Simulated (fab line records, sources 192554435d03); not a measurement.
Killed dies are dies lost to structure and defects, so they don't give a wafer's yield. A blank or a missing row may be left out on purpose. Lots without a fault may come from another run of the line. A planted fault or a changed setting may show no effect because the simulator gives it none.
A struck lot beside a sound one | flow n5_finfet | 30 steps out of a route of 1938
Sound: wafers L527.1, L527.2, L527.4. Struck: wafers L528.3, L528.5, L528.6. The cause comes at the end.
At each step with rows: each side's tool, then ch and its chambers, then its first start. Under that, the readings that differ: sound wafers | struck wafers | difference of the means | sigmas: that difference in standard deviations of wafers without a fault.
alike: readings whose means differ by less than 2 such deviations, and words and numbers that are the same on both sides. not compared: withheld readings, readings that some wafer has no value for, bounds like >300 that may hide the same value, and numbers for which the record gives no deviation and whose values overlap.
The two part at a step that has a row with sigmas, a row that says differs or no value, or rows on one side only. Numbers that don't overlap but have no deviation are shown without sigmas and don't part them. A reading that every wafer of one side lacks parts them only if that side has two wafers or more.

first, 9 steps without rows for these wafers: N5_BEOL_M1_COAT_62 (time 60 s, resist thk 12 nm); N5_BEOL_M1_COAT_73 (time 60 s, resist thk 5 nm); N5_BEOL_M1_COAT_05 (resist thk 30 nm); N5_BEOL_M1_EBR_07; N5_BEOL_M1_SOFTBAKE_06 (time 60 s); N5_BEOL_M1_EXPOSE_08 (exposes mask M1); N5_BEOL_M1_PEB_09 (peb time 60 s); N5_BEOL_M1_DEVELOP_10 (develop time 30 s); N5_BEOL_M1_DESCUM_16 (chemistry O2, time 7 s).
N5_BEOL_M1_ETCH_74: etches underlayer in N2/H2, target depth 6.5 nm, time 5.2 s.
  sound on rie_diel-04 ch 0,2,3, day 9 22:02; struck on rie_diel-05 ch 0,1,2, day 10 03:17
  alike: drypump_motor_current_A, etch_rf_on_time_s, oes_product_au, rf_vpp_V, showerhead_plenum_p_Torr, throttle_valve_pct
  not compared: rf_hours_counter_h
then, 16 steps without rows for these wafers: N5_BEOL_M1_ETCH_63 (etches SiARC in CF4, target depth 15.6 nm, time 26 s); N5_BEOL_M1_ETCH_64 (etches SOC in N2/H2, target depth 75 nm, overetch 15 nm, time 112.5 s); N5_BEOL_M1_STRIP_65 (strips in N2/H2); N5_BEOL_M1_STRIP_75 (strips in N2/H2); N5_BEOL_M1_STRIP_66 (strips in CF4); N5_BEOL_M1_HM_OPEN_17 (chemistry Cl2/BCl3, target TiN, target depth 20 nm, overetch 6 nm); N5_BEOL_M1_STRIP_19 (strips in O2); N5_BEOL_M1_COAT_67 (time 60 s, resist thk 60 nm); N5_BEOL_M1_COAT_68 (time 60 s, resist thk 12 nm); N5_BEOL_M1_COAT_76 (time 60 s, resist thk 5 nm); N5_BEOL_M1_COAT_22 (resist thk 30 nm); N5_BEOL_M1_EBR_24; N5_BEOL_M1_SOFTBAKE_23 (time 60 s); N5_BEOL_M1_EXPOSE_25 (exposes mask V0, defocus 5 nm, target cd 24 nm); N5_BEOL_M1_PEB_26 (peb time 60 s); N5_BEOL_M1_DEVELOP_27 (develop time 30 s).
N5_BEOL_M1_INSPECT_30: inspects for defects (brightfield).
  sound on defect_inspect-01, day 9 22:50; struck on defect_inspect-02, day 10 05:06
  reading          | sound       | struck         | difference | sigmas
  raw_defect_count | 396 384 389 | 1643 1564 1661 | +1233      | +13
then, 1 step without rows for these wafers: N5_BEOL_M1_DESCUM_33 (chemistry O2, time 7 s).
N5_BEOL_M4_RC_MEAS_101:
  sound on prober-02 ch 0, day 12 03:23; struck on prober-01 ch 0, day 11 23:13
  alike: DIBL_N, DIBL_P, IOFF_N, IOFF_P, ION_N, ION_P, SS_N, SS_P, VT_N, VT_P
-- the record jumps here: 4 days lie between the struck wafers' starts before and after (it left off in module BEOL_M4 and takes up again in module PASSIVATION, whose first step shown is number 1936 of the route) --
N5_PASSIVATION_PROBE_49:
  sound on prober-01, day 16 15:03; struck on prober-01, day 16 09:41
  reading                  | sound          | struck         | difference | sigmas
  defect_limited_yield (%) | 93.5 91.9 92.7 | 80.1 78.8 81.3 | -12.6      | -10
  killed_at_M0_to_M3       | 42 34 34       | 189 194 155    | +143       | +14
  killed_dies              | 77 95 86       | 235 250 221    | +149       | +9
  killed_on_rim            | 14 14 8        | 16 14 34       | +9         | +3
  sort_bin_5_function (%)  | 3.5 4.6 4.2    | 12.5 12.5 11.2 | +8.0       | +9
  sort_n_pass              | 1103 1085 1094 | 945 930 959    | -149       | -9
  sort_yield_pct (%)       | 93.5 91.9 92.7 | 80.1 78.8 81.3 | -12.6      | -10
  alike: killed_at_M4_up, killed_at_contacts, killed_at_front_end, killed_at_other, killed_open, killed_short, sort_bin_6_memory

WHERE THEY PART
First at N5_BEOL_M1_INSPECT_30; last, within this record, at N5_PASSIVATION_PROBE_49.

WHY: what the simulator had put in
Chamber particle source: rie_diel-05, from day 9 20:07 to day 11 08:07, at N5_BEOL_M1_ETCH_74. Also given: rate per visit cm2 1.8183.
